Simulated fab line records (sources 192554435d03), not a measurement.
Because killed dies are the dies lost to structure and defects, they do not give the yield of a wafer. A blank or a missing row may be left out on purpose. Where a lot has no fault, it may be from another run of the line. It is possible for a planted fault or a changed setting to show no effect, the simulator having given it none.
Lot-split experiment ; flow n5_finfet ; on a route of 1938 steps: 7 lots, 21 wafers read

== THE SPLIT ==
At N5_FIN_SAQP_EXPOSE_13 (exposes mask FIN CORE, target cd 35.6 nm), the setting dose_mj was moved away from the recipe's 63.25 on 9 of the 21 wafers read, by -7.1% to +3.7%. This setting was run at the recipe's value on the other wafers.

== FROM THE SPLIT TO THE READING: what the file shows between them, 2 steps ==
- N5_FIN_SAQP_PEB_14: peb time 60 s
- N5_FIN_SAQP_DEVELOP_15: develop time 30 s

== THE READING ==
cd_nm, in nm, at N5_FIN_SAQP_CD_MEAS_16 (target cd 35.6 nm). On this fab line, fault-free wafers typically give 35.8 nm with a standard deviation of 0.39 nm.

wafer;tool, chamber at the split;dose_mj as run;against the recipe;cd_nm, nm;against lot-mates on the recipe
L078.4;arfi_scanner-01, 0;63.25;recipe;35.3;-
L078.5;arfi_scanner-01, 0;63.25;recipe;35.7;-
L078.6;arfi_scanner-01, 0;65.62;+3.7%;34.4;-1.1
L082.3;arfi_scanner-01, 0;58.98;-6.8%;37.6;+1.4
L082.4;arfi_scanner-01, 0;58.98;-6.8%;37.6;+1.4
L082.5;arfi_scanner-01, 0;63.25;recipe;36.2;-
L085.2;arfi_scanner-03, 0;59.56;-5.8%;37.8;+1.5
L085.3;arfi_scanner-03, 0;59.56;-5.8%;37.4;+1.1
L085.5;arfi_scanner-03, 0;63.25;recipe;36.3;-
L088.2;arfi_scanner-02, 0;58.74;-7.1%;37.4;+2.3
L088.3;arfi_scanner-02, 0;63.25;recipe;35.1;-
L088.6;arfi_scanner-02, 0;58.74;-7.1%;37.6;+2.5
L089.1;arfi_scanner-01, 0;59.09;-6.6%;37.2;+1.7
L089.2;arfi_scanner-01, 0;63.25;recipe;35.5;-
L089.5;arfi_scanner-01, 0;59.09;-6.6%;37.1;+1.6
L091.1;arfi_scanner-02, 0;63.25;recipe;36.1;-
L091.3;arfi_scanner-02, 0;63.25;recipe;35.7;-
L091.5;arfi_scanner-02, 0;63.25;recipe;35.7;-
L093.2;arfi_scanner-01, 0;63.25;recipe;35.8;-
L093.5;arfi_scanner-01, 0;63.25;recipe;36.1;-
L093.6;arfi_scanner-01, 0;63.25;recipe;35.6;-

THE FIT
A straight line over all 21 wafers: cd_nm changes by -0.266 nm for each +1% of dose_mj; r = -0.94; the points scatter about the line by 0.34 nm.
The same after taking each lot's own level away (the mean of its wafers on the recipe; 21 wafers): -0.263 nm for each +1%; r = -0.96; scatter 0.27 nm.
On that fit, the largest move of dose_mj shifts the reading by 1.9 nm.
Across the lots, their own levels run from 35.10 to 36.30 nm, a range of 3.1 times the standard deviation given above.
The two slopes are in agreement: the lot-to-lot level therefore moves the slope only a little.
Check: with one of the wafers moved furthest among these (-7.1%) left out of the fit, the line predicts +1.78 nm for it against its lot-mates. Against them it came out at +2.3 nm.

== OTHER SPLITS APPLIED TO THESE WAFERS ==
These wafers also went through other splits before the reading. Each is held against what the fit with the lots' levels taken away leaves over:
other split on the same wafers;wafers away from the commonest value;r with cd_nm (lot level and that fit taken away)
N5_WELL_APT_PEB_23 peb_temp_c;5;-0.34
N5_FIN_SAQP_PECVD_06 time_s;6;-0.10

== THE FILE'S OWN FIT ==
cd_nm changes by -0.264 nm for each +1% of dose_mj, r = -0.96.
